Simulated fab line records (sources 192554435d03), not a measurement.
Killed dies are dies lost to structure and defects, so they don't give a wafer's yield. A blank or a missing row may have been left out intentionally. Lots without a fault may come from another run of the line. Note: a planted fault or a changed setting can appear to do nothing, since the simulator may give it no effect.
Which tool is to blame? -- flow n5-finfet -- 23 lots with 69 wafers sampled at 4 steps, on a route of 1938 steps

== WHAT EACH GAUGE READ, for each wafer ==
N5_WELL_APT_OVL_MEAS_26. Usual: for PWELL_OVL the level is -3 nm and the standard deviation is 5.2.
lot,measured,on,PWELL_OVL (nm),flag
L074,day 1 15:11,overlay-02,-6 1 -4,
L075,day 1 21:12,overlay-02,0 3 -4,
L076,day 2 03:01,overlay-01,-6 -11 -7,
L077,day 2 08:54,overlay-02,1 -7 -4,
L078,day 2 15:06,overlay-02,-9 5 2,
L079,day 2 21:27,overlay-01,0 -2 -4,
L080,day 3 03:10,overlay-01,-7 -6 -9,
L081,day 3 08:56,overlay-02,-6 -5 -6,
L082,day 3 15:01,overlay-02,10 5 1,
L083,day 3 20:58,overlay-02,-3 -13 2,
L084,day 4 03:00,overlay-01,4 -1 -3,
L085,day 4 09:37,overlay-02,4 9 1,
L087,day 4 21:05,overlay-02,-3 -2 2,
L088,day 5 03:17,overlay-01,1 -3 1,
L089,day 5 09:50,overlay-02,-2 -11 -5,
L090,day 5 15:06,overlay-01,-6 -6 -6,
L091,day 5 21:07,overlay-01,-8 -8 -4,
L092,day 6 02:50,overlay-01,-11 -6 -7,
L093,day 6 08:48,overlay-02,1 0 -6,
L094,day 6 15:19,overlay-01,-6 -14 -1,
L095,day 6 20:50,overlay-01,-3 3 -4,
L096,day 7 03:03,overlay-02,-4 -3 -1,
L097,day 7 08:50,overlay-01,-3 5 -4,

N5_PMOS_HMC_CHANNEL_EPI_INSPECT_11: inspects for defects (macro). Usual: raw-defect-count at 2.1, with a standard deviation of 1.4.
lot,measured,on,raw-defect-count,flag
L074,day 1 17:23,defect-inspect-01,4 2 1,
L075,day 2 00:29,defect-inspect-02,4 2 0,
L076,day 2 05:40,defect-inspect-01,0 5 1,
L077,day 2 11:11,defect-inspect-02,3 4 2,
L078,day 2 17:58,defect-inspect-02,5 0 2,
L079,day 2 23:44,defect-inspect-01,2 2 2,
L080,day 3 05:51,defect-inspect-01,0 2 2,
L081,day 3 11:47,defect-inspect-02,3 2 5,
L082,day 3 17:25,defect-inspect-01,1 0 2,
L083,day 3 23:44,defect-inspect-01,4 1 6,
L084,day 4 05:21,defect-inspect-02,4 1 3,
L085,day 4 11:49,defect-inspect-02,1 6 2,
L087,day 4 23:32,defect-inspect-02,3 3 3,
L088,day 5 05:40,defect-inspect-01,2 2 2,
L089,day 5 12:20,defect-inspect-02,3 2 0,
L090,day 5 17:31,defect-inspect-01,3 1 2,
L091,day 5 23:48,defect-inspect-01,3 2 2,
L092,day 6 05:07,defect-inspect-02,1 1 2,
L093,day 6 11:54,defect-inspect-01,0 2 1,
L094,day 6 17:52,defect-inspect-02,3 3 2,
L095,day 6 23:14,defect-inspect-02,1 3 2,
L096,day 7 05:23,defect-inspect-01,3 5 2,
L097,day 7 10:54,defect-inspect-02,5 0 2,

N5_DUMMY_GATE_INSPECT_17: inspects for defects (brightfield). Usual: raw-defect-count at 200, with a standard deviation of 62.
lot,measured,on,raw-defect-count,flag
L074,day 2 22:43,defect-inspect-01,190 161 298,
L075,day 3 06:49,defect-inspect-01,291 120 176,
L076,day 3 11:58,defect-inspect-02,122 138 136,
L077,day 4 00:59,defect-inspect-02,274 286 262,
L078,day 4 05:02,defect-inspect-02,269 257 268,
L079,day 4 08:56,defect-inspect-01,159 106 131,
L080,day 4 13:50,defect-inspect-02,118 167 120,
L081,day 4 17:38,defect-inspect-01,170 102 182,
L082,day 4 22:56,defect-inspect-02,171 237 226,
L083,day 5 04:43,defect-inspect-02,108 171 189,
L084,day 5 10:28,defect-inspect-02,227 439 258,
L085,day 5 19:01,defect-inspect-01,137 171 164,
L087,day 6 04:46,defect-inspect-02,139 181 230,
L088,day 6 10:20,defect-inspect-01,194 217 164,
L089,day 6 18:55,defect-inspect-01,172 199 178,
L090,day 7 07:54,defect-inspect-01,122 109 110,
L091,day 7 07:41,defect-inspect-02,176 304 294,
L092,day 7 15:36,defect-inspect-01,197 253 188,
L093,day 7 21:03,defect-inspect-01,190 297 210,
L094,day 8 05:15,defect-inspect-02,221 233 246,
L095,day 8 05:05,defect-inspect-01,175 83 140,
L096,day 8 12:58,defect-inspect-02,199 216 217,
L097,day 8 17:23,defect-inspect-02,264 215 288,

== WHAT TOOL EACH LOT RAN ON (gives the tool, then ch and the chambers of the sampled wafers, and finally the start) ==
lot,N5_PMOS_HMC_CHANNEL_EPI_ETCH_32
L074,"rie-diel-04 ch 1,3, day 1 17:27"
L075,"rie-diel-02 ch 0,2,3, day 2 00:53"
L076,"rie-diel-04 ch 0,3, day 2 05:44"
L077,"rie-diel-03 ch 0,2,3, day 2 11:16"
L078,"rie-diel-02 ch 2,3, day 2 18:13"
L079,"rie-diel-02 ch 0,1,3, day 2 23:58"
L080,"rie-diel-03 ch 0,1,2, day 3 05:55"
L081,"rie-diel-04 ch 2,3, day 3 11:50"
L082,"rie-diel-04 ch 2,3, day 3 18:02"
L083,"rie-diel-04 ch 1,2,3, day 3 23:47"
L084,"rie-diel-02 ch 0,1,2, day 4 05:25"
L085,"rie-diel-04 ch 0,1, day 4 11:53"
L087,"rie-diel-04 ch 0,3, day 4 23:36"
L088,"rie-diel-03 ch 0,3, day 5 05:44"
L089,"rie-diel-02 ch 0,3, day 5 12:29"
L090,"rie-diel-04 ch 0,2, day 5 17:55"
L091,"rie-diel-03 ch 1,2, day 5 23:52"
L092,"rie-diel-03 ch 0,1,3, day 6 05:37"
L093,"rie-diel-02 ch 0,1,3, day 6 11:58"
L094,"rie-diel-02 ch 1,2,3, day 6 17:56"
L095,"rie-diel-03 ch 0,2,3, day 6 23:18"
L096,"rie-diel-02 ch 0,2, day 7 05:31"
L097,"rie-diel-03 ch 1,2,3, day 7 10:58"
- N5_PMOS_HMC_CHANNEL_EPI_ETCH_32: etches BARC in N2/H2, stops on SiO2, target depth 85.8 nm, time 50.3 s.

== AS READ BY THE TOOLS THEMSELVES (means over the sampled wafers that have a number; for cases with no such wafer, the mark the record gives instead) ==
N5_PMOS_HMC_CHANNEL_EPI_ETCH_32. Usual: value, then standard deviation, for each; chamber-pressure-mTorr 29.996 mTorr / 0.029; drypump-motor-current-A 5.8 A / 0.5; n2-flow-sccm 200.0 sccm / 0.58; oes-product-au 0.67 a.u. / 0.067; rf-vpp-V 524.9 V / 2.6; showerhead-plenum-p-Torr 2.58 Torr / 0.086; throttle-valve-pct 17.84 % / 0.22.
lot,tool,chamber-pressure-mTorr (mTorr),drypump-motor-current-A (A),n2-flow-sccm (sccm),oes-product-au (a.u.),rf-vpp-V (V),showerhead-plenum-p-Torr (Torr),throttle-valve-pct (%),flag
L074,rie-diel-04,29.988,6.1,200.8,0.66,526.8,2.66,17.57,
L075,rie-diel-02,29.988,6.1,200.2,0.61,522.5,2.53,18.07,
L076,rie-diel-04,30.007,5.6,200.5,0.64,524.8,2.57,17.90,
L077,rie-diel-03,29.999,5.5,199.8,0.67,522.8,2.51,17.85,
L078,rie-diel-02,29.989,6.6,199.8,0.59,520.6,2.48,18.09,
L079,rie-diel-02,30.024,5.7,200.3,0.66,523.0,2.51,17.91,
L080,rie-diel-03,29.985,5.7,200.0,0.69,523.9,2.52,17.86,
L081,rie-diel-04,30.009,5.7,200.5,0.64,526.0,2.65,17.92,
L082,rie-diel-04,30.009,5.7,200.2,0.62,526.5,2.64,17.84,
L083,rie-diel-04,30.003,5.9,200.3,0.64,527.0,2.65,17.78,
L084,rie-diel-02,30.003,5.8,199.9,0.66,525.0,2.58,17.86,
L085,rie-diel-04,29.990,5.8,199.4,0.64,524.9,2.56,17.86,
L087,rie-diel-04,30.001,5.7,199.2,0.62,525.4,2.60,17.85,
L088,rie-diel-03,29.997,5.8,200.0,0.71,526.0,2.60,17.77,
L089,rie-diel-02,29.987,6.2,199.7,0.75,527.6,2.65,17.86,
L090,rie-diel-04,29.962,5.6,199.8,0.64,524.8,2.56,18.04,
L091,rie-diel-03,30.010,5.7,200.2,0.67,522.3,2.47,17.90,
L092,rie-diel-03,29.981,5.8,199.7,0.70,524.8,2.56,17.79,
L093,rie-diel-02,29.990,5.7,199.7,0.72,526.5,2.61,17.80,
L094,rie-diel-02,29.999,6.2,199.9,0.78,525.9,2.64,17.58,
L095,rie-diel-03,30.009,5.5,200.0,0.71,525.4,2.60,17.78,
L096,rie-diel-02,30.001,5.6,199.6,0.67,523.8,2.55,17.99,
L097,rie-diel-03,29.989,5.5,200.0,0.71,524.8,2.56,17.79,

== THE ANSWER, worked out from the rows above alone ==
Rule: a lot is off if the mean of its wafers that have a number lies more than 3 standard deviations from the usual mean. Also off: a lot with no number at a reading for which 4 or more lots have one. The other lots that the step has rows for count as sound. The gauges are gone through in route order, then the tools' own readings, and for those a lot's mean is taken as printed above. The first step at which some lot is off is used, and at that step the reading that is off furthest; a lot without a number counts as furthest.
Nothing can be told from this: no lot is off at any reading shown.

== WHAT THE SIMULATOR HAD PUT IN ==
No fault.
